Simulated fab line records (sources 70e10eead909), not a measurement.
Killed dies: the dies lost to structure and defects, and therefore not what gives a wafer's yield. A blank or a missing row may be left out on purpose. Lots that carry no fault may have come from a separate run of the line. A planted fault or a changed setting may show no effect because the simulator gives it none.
Which tool did it?	flow nand harc	Sampling: 11 lots, 33 wafers, 5 of 1302 route steps

WHAT THE GAUGES SHOWED, per wafer
NHARC_THIN_TSV_THK_MEAS_02: measures by ir.
lot	measured	on	thk nm (nm)
L975	day 23 19:48	film metro-01	2844 2737 2835
L977	day 24 04:43	film metro-01	2534 2852 2279
L979	day 25 06:43	film metro-02	2978 2969 2888
L978	day 25 07:56	film metro-02	3020 2976 2904
L980	day 26 04:50	film metro-02	2883 3015 2918
L983	day 27 07:16	film metro-02	2596 2636 2669
L984	day 27 11:23	film metro-01	2893 2919 2779
L987	day 29 09:43	film metro-01	2970 3185 2897
L988	day 29 08:31	film metro-01	3241 3186 2974
L990	day 30 21:22	film metro-01	2763 2991 2944
L996	day 32 15:11	film metro-02	2939 3057 3222

NHARC_END_SORT_01.
lot	measured	on	killed at array	killed at other	killed at periphery	killed dies	killed open	killed short
L996	day 33 05:50	prober-02	118 112 119	0 0 0	1 4 2	119 116 121	0 5 6	2 1 3

EACH LOT AND THE TOOL THAT RAN IT (in order: tool; ch and the chambers of the sampled wafers; start)
lot	NHARC_A_CONTACT_ETCH_49	NHARC_THIN_TSV_DESCUM_14	NHARC_THIN_TSV_DESCUM_35
L975	rie diel-08 ch 0,2,3, day 21 08:32	rie diel-05 ch 2,3, day 23 21:01	rie diel-13 ch 1,2, day 24 03:04
L977	rie diel-04 ch 0,1,2, day 21 20:14	rie diel-05 ch 1,2, day 24 05:49	rie diel-13 ch 0,2,3, day 24 11:56
L979	rie diel-08 ch 0,1,3, day 23 00:22	rie diel-13 ch 0,3, day 25 07:56	rie diel-13 ch 0,2,3, day 25 13:41
L978	rie diel-08 ch 1,2,3, day 23 00:40	rie diel-13 ch 0,2, day 25 09:09	rie diel-13 ch 1,2,3, day 25 17:18
L980	rie diel-04 ch 0,1,3, day 23 18:16	rie diel-05 ch 0,2,3, day 26 06:04	rie diel-05 ch 0,1,2, day 26 11:51
L983	rie diel-01 ch 0,2,3, day 25 02:40	rie diel-13 ch 0,1,3, day 27 08:29	rie diel-13 ch 1,3, day 27 14:39
L984	rie diel-08 ch 0,1,2, day 25 03:57	rie diel-05 ch 0,2, day 27 12:43	rie diel-05 ch 1,3, day 27 18:38
L987	rie diel-04 ch 1,2,3, day 27 00:06	rie diel-13 ch 2,3, day 29 10:47	rie diel-13 ch 0,1,3, day 29 16:43
L988	rie diel-04 ch 1,2,3, day 27 04:12	rie diel-05 ch 1,2,3, day 29 09:37	rie diel-05 ch 2,3, day 29 15:29
L990	rie diel-08 ch 0,1,2, day 28 02:19	rie diel-13 ch 0,2,3, day 30 22:35	rie diel-13 ch 0,2,3, day 31 04:34
L996	rie diel-04 ch 0,2, day 30 04:13	rie diel-05 ch 1,3, day 32 16:23	rie diel-11 ch 1,2,3, day 32 22:32
- NHARC_A_CONTACT_ETCH_49: etches the open film in N2/H2, target depth 260 nm, time 475.3 s.
- NHARC_THIN_TSV_DESCUM_14: chemistry O2, time 3 s.
- NHARC_THIN_TSV_DESCUM_35: chemistry O2, time 3 s.

AS READ BY THE TOOLS THEMSELVES (means over the sampled wafers that have a number; for cases with no such wafer, the mark the record gives instead)
NHARC_A_CONTACT_ETCH_49.
lot	tool	bias w (W)	drypump motor current A (A)	oes product au (a.u.)	rf vpp V (V)	showerhead plenum p Torr (Torr)	throttle valve pct (%)
L975	rie diel-08	150.3	5.9	0.996	428.6	1.99	14.165
L977	rie diel-04	150.0	5.8	1.008	432.4	2.13	14.179
L979	rie diel-08	150.0	6.2	1.004	429.8	1.99	14.159
L978	rie diel-08	150.2	6.3	0.996	428.9	1.99	14.164
L980	rie diel-04	150.2	6.0	1.002	433.0	2.14	14.157
L983	rie diel-01	149.6	5.8	1.010	428.7	1.99	14.170
L984	rie diel-08	149.7	6.0	0.980	429.5	1.98	14.168
L987	rie diel-04	150.0	5.4	1.001	432.5	2.12	14.167
L988	rie diel-04	149.5	5.5	0.994	432.7	2.12	14.173
L990	rie diel-08	150.3	6.0	0.989	429.4	1.98	14.174
L996	rie diel-04	150.7	6.1	0.993	434.1	2.17	14.166

NHARC_THIN_TSV_DESCUM_14.
lot	tool	drypump motor current A (A)	oes product au (a.u.)	rf vpp V (V)	showerhead plenum p Torr (Torr)	throttle valve pct (%)
L975	rie diel-05	5.4	1.011	57.6	1.87	11.310
L977	rie diel-05	6.1	1.018	57.8	1.82	11.314
L979	rie diel-13	6.4	1.001	57.0	1.91	11.312
L978	rie diel-13	5.8	0.995	57.4	1.85	11.304
L980	rie diel-05	5.3	0.989	57.6	1.90	11.298
L983	rie diel-13	6.0	0.999	57.3	1.94	11.310
L984	rie diel-05	5.1	0.982	58.1	1.90	11.315
L987	rie diel-13	5.6	0.998	57.1	1.88	11.311
L988	rie diel-05	5.8	0.997	56.9	1.85	11.300
L990	rie diel-13	6.1	1.004	57.8	1.88	11.306
L996	rie diel-05	5.9	1.009	58.0	1.86	11.320

NHARC_THIN_TSV_DESCUM_35.
lot	tool	drypump motor current A (A)	oes product au (a.u.)	rf vpp V (V)	showerhead plenum p Torr (Torr)	throttle valve pct (%)
L975	rie diel-13	5.2	0.997	57.1	1.92	11.320
L977	rie diel-13	6.1	1.001	58.3	1.88	11.306
L979	rie diel-13	6.1	1.005	57.0	1.88	11.309
L978	rie diel-13	5.6	1.002	58.4	1.95	11.306
L980	rie diel-05	5.6	0.994	56.8	1.86	11.311
L983	rie diel-13	5.9	0.997	57.9	1.98	11.306
L984	rie diel-05	5.9	0.998	57.9	1.87	11.311
L987	rie diel-13	6.0	1.002	58.2	1.94	11.305
L988	rie diel-05	5.5	0.998	57.0	1.89	11.316
L990	rie diel-13	6.1	0.998	57.8	1.88	11.307
L996	rie diel-11	5.4	0.990	57.7	1.94	11.313

THE ANSWER, worked out from the rows above alone
Rule: the usual values come from the lots themselves. The widest of any qualifying gaps counts: lots, ordered by their means at a reading, are off when they make up no more than a third of the lots, leave a main group of 4 or more, and stand apart from it by 3 or more times the standard deviation of that group's means. If all means in a main group match to the digits the tables above print for the reading, that group is not used. Also off: a lot with no number at a reading for which 4 or more lots have one. Where the step has rows for the other lots, those lots are counted as sound. After the gauges, taken in route order, come the tools' own readings; for these a lot's mean is taken, as printed above. At the first step where some lot is off, the reading lying furthest off is the one used; lots without a number count as furthest.
No lot is off at any reading shown: from this, nothing can be told.

WHAT HAD BEEN PUT IN BY THE SIMULATOR
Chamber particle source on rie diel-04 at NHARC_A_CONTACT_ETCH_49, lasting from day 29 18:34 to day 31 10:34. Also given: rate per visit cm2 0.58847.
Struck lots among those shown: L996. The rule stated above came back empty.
